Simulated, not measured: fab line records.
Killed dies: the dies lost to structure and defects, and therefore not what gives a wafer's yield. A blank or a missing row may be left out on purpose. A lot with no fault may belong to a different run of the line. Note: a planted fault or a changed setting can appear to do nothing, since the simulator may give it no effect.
3 desks looking at one fault + flow n5 finfet + only its own numbers are on each desk; what lay behind them is given at the end

THE DEFECT DESK
Per lot, the means of the sampled wafers with a number show what the inspections along the route counted. If a lot's mean is further than 4 standard deviations from the usual mean, the lot is out of limits and carries the mark OUT (the distance appears in the brackets).
Columns: A = raw defect count at N5_SDB_INSPECT_13, usual 77
| lot  | first seen here | A  |
|------|-----------------|----|
| L568 | day 5 00:47     | 65 |
| L571 | day 5 19:05     | 50 |
| L580 | day 7 21:17     | 76 |
| L581 | day 8 05:58     | 84 |
| L583 | day 8 18:22     | 72 |
| L585 | day 9 13:08     | 94 |
Finding of this desk: none of the 6 lots has anything out of limits.

AT THE TOOL OWNER'S DESK: rie diel-06
The tool's own readings at N5_SDB_ETCH_18 (etches SOC in N2/H2, target depth 100 nm, overetch 20 nm, time 150 s): means of the sampled wafers that have a number, for each lot that ran on this tool. If a lot's mean is further than 4 standard deviations from the usual mean, the lot is out of limits and carries the mark OUT (the distance appears in the brackets).
Columns: A = drypump motor current A at N5_SDB_ETCH_18, usual 5.7 A; B = oes product au at N5_SDB_ETCH_18, usual 0.71 a.u.; C = rf fwd power W at N5_SDB_ETCH_18, usual 837.0 W; D = rf vpp V at N5_SDB_ETCH_18, usual 523.6 V; E = showerhead plenum p Torr at N5_SDB_ETCH_18, usual 2.53 Torr; F = throttle valve pct at N5_SDB_ETCH_18, usual 17.77 %
| lot  | first seen here | A   | B    | C               | D                | E    | F     |
|------|-----------------|-----|------|-----------------|------------------|------|-------|
| L571 | day 5 19:12     | 5.7 | 0.69 | 836.4           | 524.0            | 2.55 | 17.78 |
| L580 | day 7 21:25     | 5.7 | 0.73 | 904.2 (+25) OUT | 511.5 (-5.1) OUT | 2.53 | 17.80 |
| L581 | day 8 06:04     | 6.0 | 0.69 | 970.5 (+49) OUT | 497.5 (-11) OUT  | 2.44 | 17.91 |
Finding of this desk: L580, L581 out of limits; the first was L580 at day 7 21:25, on rf fwd power W at N5_SDB_ETCH_18. In limits: L571.

THE METROLOGY DESK
Means of the sampled wafers that have a number, per lot and without regard to the tool the lot ran on: this is what the gauges read. If a lot's mean is further than 4 standard deviations from the usual mean, the lot is out of limits and carries the mark OUT (the distance appears in the brackets). Readings shown: 7 of its 12, picked as those furthest out on some lot.
Columns: A = cd nm at N5_SDB_CD_MEAS_11, usual 49.9 nm; B = DIBL_N at N5_BEOL_M4_RC_MEAS_101, usual 36.1 mV/V; C = IOFF_N at N5_BEOL_M4_RC_MEAS_101, usual 0.154 nA/um; D = IOFF_P at N5_BEOL_M4_RC_MEAS_101, usual 0.201 nA/um; E = ION_N at N5_BEOL_M4_RC_MEAS_101, usual 675 uA/um; F = SS_P at N5_BEOL_M4_RC_MEAS_101, usual 73.3 mV/dec; G = VT_P at N5_BEOL_M4_RC_MEAS_101, usual -251.3 mV
| lot  | first seen here | A    | B    | C     | D     | E   | F    | G      |
|------|-----------------|------|------|-------|-------|-----|------|--------|
| L568 | day 5 00:44     | 49.5 | 35.4 | 0.140 | 0.206 | 663 | 72.8 | -250.2 |
| L571 | day 5 19:02     | 50.8 | 36.7 | 0.148 | 0.208 | 672 | 73.0 | -248.9 |
| L580 | day 7 21:14     | 49.5 | 35.9 | 0.152 | 0.211 | 673 | 73.2 | -248.9 |
| L581 | day 8 05:55     | 49.4 | 37.2 | 0.163 | 0.198 | 671 | 73.3 | -254.2 |
| L583 | day 8 18:18     | 49.6 | 38.0 | 0.184 | 0.218 | 683 | 74.7 | -252.3 |
| L585 | day 9 13:05     | 48.5 | 37.1 | 0.168 | 0.237 | 680 | 73.5 | -247.0 |
Finding of this desk: none of the 6 lots has anything out of limits.

ALL TOGETHER
On L580, L581, at day 7 21:25, an alarm was possible from the tool owner's desk.
No out-of-limits result turned up at the defect desk.
At the metrology desk, nothing out of limits was observed.
The defect desk has L580, L581 on record, within its limits.
The metrology desk holds a record of L580, L581, inside its limits.
N5_SDB_ETCH_18 was run on rie diel-06 by each of the lots named.

WHAT THE SIMULATOR HAD PUT IN
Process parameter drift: rie diel-06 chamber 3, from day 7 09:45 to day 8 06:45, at N5_SDB_ETCH_18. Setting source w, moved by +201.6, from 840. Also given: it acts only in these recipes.
Lots struck among those shown: L580, L581.
Hours from the fault's start to each desk's first reading out of limits: the tool owner's desk, 12.
